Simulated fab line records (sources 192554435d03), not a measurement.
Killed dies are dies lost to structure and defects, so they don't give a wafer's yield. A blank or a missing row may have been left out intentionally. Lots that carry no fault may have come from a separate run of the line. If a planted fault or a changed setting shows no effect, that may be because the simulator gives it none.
Comparing a struck lot with a sound one ; flow n5 finfet ; 38 steps out of a route of 1938
Sound: these wafers, L986.1, L986.2, L986.5. Struck: wafer L988.3 (L988.2, L988.6, from the same lot, were not struck and are left out); the cause is given at the end.
Order at every step that has rows: each side's tool, ch and its chambers, its first start. Under that, the readings that differ: sound wafers ; struck wafers ; difference of the means ; sigmas: that difference in standard deviations of wafers without a fault.
alike: a reading whose means differ by less than 2 such deviations, as well as words and numbers matching on both sides. not compared: withheld readings; readings where some wafer has no value; bounds like >300 that might hide an equal value; numbers whose values overlap and for which the record gives no deviation.
The two part at a step that has a row with sigmas, a row that says differs or no value, or rows on one side only. Numbers that don't overlap but have no deviation are shown without sigmas and don't part them. A reading that every wafer of one side lacks parts them only if that side has two wafers or more.

first, 9 steps without rows for these wafers: N5_BEOL_M4_ANNEAL_95 (time 240 s); N5_BEOL_M4_SPUTTER_96 (material Cu, target thk 4.5 nm, time 8.29 s); N5_BEOL_M4_ECD_50 (material Cu, target thk 300 nm); N5_BEOL_M4_ANNEAL_51 (time 90 s); N5_BEOL_M4_CMP_52 (polishes, stops on SiOC, t overpolish 6.8 s, target thk 40 nm); N5_BEOL_M4_PRE_CLEAN_60 (time 15 s); N5_BEOL_M4_CO_CAP_55 (material Co, precursor CCTBA/H2, target thk 2 nm, time 102.1 s); N5_BEOL_M4_PRE_CLEAN_56 (time 15 s); N5_BEOL_M4_DEP_57 (deposits SiCN from 3MS/NH3, target thk 8 nm, time 14 s).
N5_BEOL_M4_RC_MEAS_101:
  sound on prober-02 ch 0, day 12 22:33; struck on prober-01 ch 0, day 13 16:00
reading;sound;struck;difference;sigmas
ION_P (uA/um);453 456 461;477;+20;+2
VT_P (mV);-257 -252 -252;-246;+8;+2
  alike: DIBL_N, DIBL_P, IOFF_N, IOFF_P, ION_N, SS_N, SS_P, VT_N
then, 24 steps without rows for these wafers: N5_BEOL_M5_ILD_DEP_00 (deposits SiCOH lowk from DEMS/porogen, target thk 140.64 nm, time 25.9 s); N5_BEOL_M5_CURE_79 (cures SiCOH lowk, time 240 s); N5_BEOL_M5_PECVD_70 (deposits SiO2 from TEOS/O2, target thk 16 nm, time 18 s); N5_BEOL_M5_HM_DEP_02 (deposits TiN, target thk 20 nm); N5_BEOL_M5_COAT_59 (time 60 s, resist thk 60 nm); N5_BEOL_M5_COAT_60 (time 60 s, resist thk 12 nm); N5_BEOL_M5_COAT_71 (time 60 s, resist thk 5 nm); N5_BEOL_M5_COAT_05 (resist thk 30 nm); N5_BEOL_M5_EBR_07; N5_BEOL_M5_SOFTBAKE_06 (time 60 s); N5_BEOL_M5_EXPOSE_08 (exposes mask M5, target cd 28 nm); N5_BEOL_M5_PEB_09 (peb time 60 s); N5_BEOL_M5_DEVELOP_10 (develop time 30 s); N5_BEOL_M5_DESCUM_16 (chemistry O2, time 7 s); N5_BEOL_M5_ETCH_72 (etches underlayer in N2/H2, target depth 6.5 nm, time 5.2 s); N5_BEOL_M5_ETCH_61 (etches SiARC in CF4, target depth 15.6 nm, time 26 s); N5_BEOL_M5_ETCH_62 (etches SOC in N2/H2, target depth 75 nm, overetch 15 nm, time 112.5 s); N5_BEOL_M5_STRIP_63 (strips in N2/H2); N5_BEOL_M5_STRIP_73 (strips in N2/H2); N5_BEOL_M5_STRIP_64 (strips in CF4); N5_BEOL_M5_HM_OPEN_17 (chemistry Cl2/BCl3, target TiN, target depth 20 nm, overetch 6 nm); N5_BEOL_M5_STRIP_19 (strips in O2); N5_BEOL_M5_COAT_65 (time 60 s, resist thk 60 nm); N5_BEOL_M5_COAT_66 (time 60 s, resist thk 12 nm).
-- the record jumps here: 5 days lie between the struck wafers' starts before and after (it left off in module BEOL_M5 and takes up again in module BEOL_M14, whose first step shown is number 1767 of the route) --
N5_BEOL_M14_CMP_49: polishes, stops on SiO2, t overpolish 5.2 s, target thk 560 nm.
  sound on cmp-03 ch 0,3, day 16 22:47; struck on cmp-03 ch 2, day 18 04:42
reading;sound;struck;difference;sigmas
barrier field endpoint s (s);11.1 11.3 11.3;22.7;+11.5;+37
overpolish run s (s);5.188 5.232 5.199;3.261;-1.945;-99 or more
time to endpoint s (s);116 119 120;161;+43;+8
  alike: motor current A, retaining ring pressure frac
  not compared: pad life wafers
N5_BEOL_M14_THK_MEAS_50: measures by xrf.
  sound on film metro-02, day 16 23:04; struck on film metro-01, day 18 04:58
reading;sound;struck;difference;sigmas
M14_THK (nm);537 547 547;1072;+528;+24
N5_BEOL_M14_INSPECT_55: inspects for defects (darkfield).
  sound on defect inspect-01, day 16 23:14; struck on defect inspect-02, day 18 05:08
reading;sound;struck;difference;sigmas
raw defect count;58 69 54;6470;+6410;+99 or more
N5_PASSIVATION_PROBE_49:
  sound on prober-01, day 17 22:13; struck on prober-01, day 19 03:38
reading;sound;struck;difference;sigmas
defect limited yield (%);90.1 91.1 88.7;0;-90;-56
killed_at_M4_up;8 8 14;1076;+1066;+99 or more
killed dies;117 105 133;1180;+1062;+56
killed on rim;12 14 16;152;+138;+32
sort n pass;1063 1075 1047;0;-1062;-53
sort yield pct (%);90.1 91.1 88.7;0;-90;-53
  alike: killed_at_M0_to_M3, killed at contacts, killed at front end, killed at other, killed open, killed short, sort_bin_5_function, sort_bin_6_memory, sort_bin_8_speed

WHERE THEY PART
Last at N5_PASSIVATION_PROBE_49 as far as this record goes, first at N5_BEOL_M4_RC_MEAS_101.

WHY: what had been put in by the simulator
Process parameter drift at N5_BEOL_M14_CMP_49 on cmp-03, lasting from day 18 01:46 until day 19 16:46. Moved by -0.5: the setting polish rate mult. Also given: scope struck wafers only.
